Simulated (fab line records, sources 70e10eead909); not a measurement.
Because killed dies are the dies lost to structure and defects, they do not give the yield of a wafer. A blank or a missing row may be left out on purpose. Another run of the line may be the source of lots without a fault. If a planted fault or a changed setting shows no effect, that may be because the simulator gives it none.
Matching of chambers ; flow nand harc ; NHARC_A_M1_DESCUM_14 on rie diel-03 has 4 sister chambers
The step chemistry O2, time 3 s. 16 wafers are shown with their chamber, then 8 later ones without.

== WAFERS PAIRED WITH THEIR CHAMBERS ==
wafer;chamber;drypump motor current A (A);rf vpp V (V);oes product au (a.u.)
L423.2;1;5.8;58.3;1.001
L423.3;0;5.3;57.5;1.005
L423.4;3;5.7;57.4;1.013
L425.1;2;6.3;57.5;0.993
L425.3;0;5.4;57.6;1.002
L425.5;3;5.7;56.4;0.994
L424.2;3;5.7;57.5;0.998
L424.5;2;6.3;56.4;0.990
L424.6;1;5.8;58.7;0.984
L427.4;1;5.8;58.8;1.000
L427.5;1;5.8;59.0;0.987
L427.6;0;5.3;56.7;1.012
L431.2;2;6.3;56.3;1.001
L431.3;3;5.7;56.7;0.998
L431.6;2;6.3;58.5;0.991
L432.2;0;5.3;59.2;0.998

SIGNATURES (means of the wafers above)
reading;chamber 0;chamber 1;chamber 2;chamber 3;scatter within a chamber
drypump motor current A;5.325;5.800;6.300;5.700;0.025
rf vpp V;57.750;58.700;57.175;57.000;0.798
oes product au;1.00425;0.99300;0.99375;1.00075;0.00719
Rule: distance of a wafer from a chamber = root of the sum over the readings of ((wafer's reading minus chamber's mean) / reading's scatter) squared. The wafer belongs to the nearest chamber; if the next one is less than 2 further off, it can't be placed. The scatter: the root of (the sum of the squares of (reading less its chamber's mean) over the shown wafers, divided by (wafers less chambers)).

== WAFERS WITHOUT THEIR CHAMBER ==
wafer;drypump motor current A (A);rf vpp V (V);oes product au (a.u.)
L432.3;5.7;56.9;1.010
L432.4;6.3;57.5;1.000
L438.1;6.3;57.6;1.020
L438.3;5.3;58.2;1.012
L438.4;5.8;57.6;0.992
L440.3;6.3;57.6;1.007
L440.5;5.8;57.6;1.005
L440.6;6.3;57.3;1.016

== EACH ONE'S CHAMBER ==
wafer;from the rows above;in truth
L432.3;3;3
L432.4;2;2
L438.1;2;2
L438.3;0;0
L438.4;1;1
L440.3;2;2
L440.5;can't be placed: 1 or 3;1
L440.6;2;2
Placed correctly: 7 of 8. Cannot be placed on the basis of these rows: 1; the candidates contain the true chamber in 1. 0 placed wrongly.
